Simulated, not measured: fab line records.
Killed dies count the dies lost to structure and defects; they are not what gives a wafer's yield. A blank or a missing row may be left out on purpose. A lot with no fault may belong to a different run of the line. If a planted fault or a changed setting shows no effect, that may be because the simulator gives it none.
The tool behind it: which one? ; flow nand harc ; 24 lots, 72 wafers sampled, at 2 steps of a route of 1159

WHAT THE GAUGES READ, wafer by wafer
NHARC_P_BONDPAD_CD_MEAS_09: target cd 500 nm.
lot;measured;on;cd nm (nm)
L075;day 6 12:26;cd sem-02;497.6 497.4 499.6
L074;day 6 12:37;cd sem-01;495.1 496.7 498.1
L076;day 6 22:46;cd sem-01;497.8 495.4 497.4
L077;day 6 23:41;cd sem-02;499.5 496.3 496.6
L078;day 7 09:25;cd sem-02;500.2 498.5 502.1
L079;day 7 15:44;cd sem-01;498.8 498.9 495.3
L080;day 7 21:45;cd sem-02;498.4 499.0 500.0
L081;day 8 01:14;cd sem-03;500.8 497.4 498.1
L082;day 8 09:53;cd sem-02;498.9 498.4 495.9
L083;day 8 13:26;cd sem-03;499.5 500.1 498.7
L084;day 9 07:23;cd sem-02;499.0 495.3 498.2
L087;day 9 10:26;cd sem-03;497.5 496.9 495.4
L085;day 9 12:07;cd sem-01;501.0 504.0 501.8
L086;day 9 17:34;cd sem-01;493.8 494.6 495.0
L088;day 9 19:02;cd sem-02;500.2 499.4 496.6
L089;day 10 02:04;cd sem-03;499.0 497.8 499.1
L090;day 10 13:58;cd sem-03;499.0 500.8 497.0
L091;day 10 17:51;cd sem-02;498.7 494.2 495.3
L092;day 10 20:46;cd sem-01;499.0 498.2 497.7
L093;day 10 23:53;cd sem-02;499.7 499.2 499.2
L094;day 11 08:35;cd sem-01;499.1 499.5 501.2
L095;day 11 09:14;cd sem-02;498.5 498.5 499.6
L096;day 11 22:28;cd sem-01;497.8 496.9 499.7
L097;day 12 08:38;cd sem-01;496.3 497.7 496.7

EACH LOT AND THE TOOL THAT RAN IT (in order: tool; ch and the chambers of the sampled wafers; start)
lot;NHARC_P_M2_STRIP_18
L075;rie diel-03 ch 0,1,3, day 6 08:19
L074;rie diel-03 ch 1,2,3, day 6 08:49
L076;rie diel-04 ch 1,2,3, day 6 18:44
L077;rie diel-04 ch 1,2,3, day 6 19:45
L078;rie diel-03 ch 0,2, day 7 05:26
L079;rie diel-04 ch 0,1, day 7 11:48
L080;rie diel-03 ch 0,3, day 7 17:29
L081;rie diel-03 ch 0,1,3, day 7 20:53
L082;rie diel-06 ch 0,2,3, day 8 05:46
L083;rie diel-03 ch 0,1,3, day 8 09:21
L084;rie diel-06 ch 0,1, day 9 02:52
L087;rie diel-04 ch 0,1,2, day 9 06:17
L085;rie diel-04 ch 0,2, day 9 08:09
L086;rie diel-03 ch 2,3, day 9 13:06
L088;rie diel-03 ch 0,1, day 9 14:54
L089;rie diel-03 ch 0,1,2, day 9 22:06
L090;rie diel-03 ch 1,2,3, day 10 09:48
L091;rie diel-03 ch 1,2,3, day 10 13:52
L092;rie diel-04 ch 0,1, day 10 16:16
L093;rie diel-03 ch 0,1,3, day 10 19:52
L094;rie diel-03 ch 1,2, day 11 04:28
L095;rie diel-03 ch 1,3, day 11 05:14
L096;rie diel-06 ch 2,3, day 11 18:18
L097;rie diel-04 ch 0,1,2, day 12 04:16
- NHARC_P_M2_STRIP_18: strips in N2/H2.

AS READ BY THE TOOLS THEMSELVES (means over the sampled wafers that have a number; for cases with no such wafer, the mark the record gives instead)
NHARC_P_M2_STRIP_18.
lot;tool;drypump motor current A (A);oes product au (a.u.);rf vpp V (V);showerhead plenum p Torr (Torr);throttle valve pct (%)
L075;rie diel-03;5.5;0.996;91.2;2.15;14.169
L074;rie diel-03;5.0;0.991;90.3;2.09;14.173
L076;rie diel-04;5.4;0.992;90.7;2.05;14.173
L077;rie diel-04;5.5;0.997;91.9;2.05;14.165
L078;rie diel-03;5.5;1.002;90.5;2.04;14.180
L079;rie diel-04;5.7;1.002;91.2;2.12;14.175
L080;rie diel-03;5.7;1.011;90.6;2.15;14.174
L081;rie diel-03;5.5;1.005;91.0;2.15;14.161
L082;rie diel-06;6.2;1.000;90.4;2.03;14.167
L083;rie diel-03;5.5;1.002;91.3;2.14;14.169
L084;rie diel-06;6.3;1.006;92.0;2.13;14.170
L087;rie diel-04;5.7;1.001;91.6;2.10;14.163
L085;rie diel-04;5.8;0.994;91.0;2.07;14.170
L086;rie diel-03;5.1;0.998;90.8;2.04;14.169
L088;rie diel-03;5.4;1.004;91.5;2.13;14.183
L089;rie diel-03;5.4;0.994;91.2;2.09;14.171
L090;rie diel-03;5.1;1.010;90.7;2.08;14.170
L091;rie diel-03;5.0;1.003;90.2;2.08;14.170
L092;rie diel-04;5.7;0.995;91.3;2.12;14.171
L093;rie diel-03;5.5;1.007;90.6;2.14;14.171
L094;rie diel-03;4.9;1.000;90.9;2.07;14.171
L095;rie diel-03;4.9;1.013;91.2;2.13;14.174
L096;rie diel-06;6.4;1.000;90.3;2.02;14.174
L097;rie diel-04;5.7;1.000;90.9;2.10;14.171

THE ANSWER, worked out from the rows above alone
Rule: the usual values come from the lots themselves. Put in order of their means at a reading, lots are off if they are a third of the lots or fewer, leave a main group of 4 or more, and stand apart from it by a gap of 3 or more times the standard deviation of the main group's means; of several such gaps the widest counts. A main group is skipped when, at the precision printed for the reading in the tables above, its means are all equal. A lot without any number at a reading at which 4 lots or more have one is off too. Any other lot the step has rows for is counted as sound. After the gauges, taken in route order, come the tools' own readings; for these a lot's mean is taken, as printed above. The first step at which some lot is off is used, and at that step the reading that is off furthest; a lot without a number counts as furthest.
Across all readings shown, no lot is off: no conclusion can be drawn from this.

WHAT THE SIMULATOR HAD PUT IN
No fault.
